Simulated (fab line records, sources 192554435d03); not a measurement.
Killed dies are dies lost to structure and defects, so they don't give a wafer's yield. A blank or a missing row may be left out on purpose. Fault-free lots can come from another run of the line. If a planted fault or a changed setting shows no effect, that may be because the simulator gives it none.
Split-lot study    flow n5 finfet    on a route of 1938 steps: 7 lots, 21 wafers read

SPLIT DETAILS
At N5_BEOL_M1_ILD_DEP_00 (deposits SiOC from DEMS/O2, target thk 79 nm, time 15.3 s), the setting time s was moved away from the recipe's 15.3 s on 5 of the 21 wafers read, by -9.5% to +12.9%. The other wafers ran this setting at the recipe's value.

There is no step in the file separating the split from the reading.

THE READING
M1_ILD_THK in nanometres, read at N5_BEOL_M1_THK_MEAS_01. Typical for fault-free wafers on this fab line: 78.9 nm, with standard deviation 1 nm.

wafer   tool, chamber at the split  time s as run, s  against the recipe  M1_ILD_THK, nm  against lot-mates on the recipe
L080.1  pecvd-02, 2                 15.3              recipe              78.0            -
L080.3  pecvd-02, 1                 15.3              recipe              77.7            -
L080.6  pecvd-02, 1                 15.3              recipe              79.4            -
L081.1  pecvd-03, 1                 14.2              -7.2%               72.2            -6.8
L081.4  pecvd-03, 1                 15.3              recipe              79.3            -
L081.6  pecvd-03, 1                 15.3              recipe              78.8            -
L083.4  pecvd-02, 0,2               13.84             -9.5%               72.5            -7.2
L083.5  pecvd-02, 0,2               13.84             -9.5%               72.6            -7.1
L083.6  pecvd-02, 1                 15.3              recipe              79.7            -
L082.2  pecvd-03, 1                 15.3              recipe              77.8            -
L082.4  pecvd-03, 2                 15.3              recipe              80.5            -
L082.5  pecvd-03, 1                 15.3              recipe              79.4            -
L089.2  pecvd-02, 1                 15.3              recipe              79.3            -
L089.3  pecvd-02, 2                 17.28             +12.9%              89.3            +10.0
L089.4  pecvd-02, 0                 17.28             +12.9%              90.7            +11.4
L093.1  pecvd-02, 2                 15.3              recipe              78.5            -
L093.4  pecvd-02, 1                 15.3              recipe              78.8            -
L093.5  pecvd-02, 0                 15.3              recipe              80.1            -
L094.2  pecvd-03, 1                 15.3              recipe              78.0            -
L094.3  pecvd-03, 0                 15.3              recipe              77.2            -
L094.6  pecvd-03, 1                 15.3              recipe              78.1            -
Where a row lists several chambers, the file gives one row for several wafers and doesn't say which wafer went through which chamber.

FIT RESULTS
A straight line over all 21 wafers: M1_ILD_THK changes by +0.803 nm for each +1% of time s; r = +0.97; the points scatter about the line by 1 nm.
The same after taking each lot's own level away (the mean of its wafers on the recipe; 21 wafers): +0.813 nm for each +1%; r = +0.99; scatter 0.73 nm.
That fit puts the effect of the largest move of time s on the reading at 11 nm.
The lots' own levels span 77.77 to 79.70 nm, that is 1.9 times the standard deviation above.
Consequently the slope shifts little with the lot-to-lot level, the two slopes agreeing.
Check: for one of the wafers moved furthest among these (+12.9%), held out of the fit, the line's prediction against its lot-mates is +10.8 nm. Against them it came out at +10 nm.

FURTHER SPLITS ON THESE WAFERS
Note: prior to the reading, these wafers also went through further splits. Each is held against what the fit with the lots' levels taken away leaves over:
other split on the same wafers         wafers away from the commonest value  r with M1_ILD_THK (lot level and that fit taken away)
N5_MOL_CONTACT_COAG_ETCH_106 source w  6                                     +0.07
N5_BEOL_M0_SAQP_COAT_87 spin rpm       8                                     +0.01
N5_BEOL_M0_SAQP_EXPOSE_37 dose mj      6                                     -0.12

THE WHOLE CHAIN: every reading that the file lists as answering this split, in the file's order
step                    what it does                                               reading                                                                             change (the file's fit)                r (the file's)
N5_BEOL_M1_ILD_DEP_00   deposits SiOC from DEMS/O2, target thk 79 nm, time 15.3 s  SiOC_of_BEOL_M1_ILD_DEP_00.thk nm (the simulator's own value, which no gauge read)  +0.824 nm for each +1% of the setting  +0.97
N5_BEOL_M1_THK_MEAS_01                                                             M1_ILD_THK                                                                          +0.822 for each +1% of the setting     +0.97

THE FILE'S OWN FIT
M1_ILD_THK changes by +0.822 nm for each +1% of time s, r = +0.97.
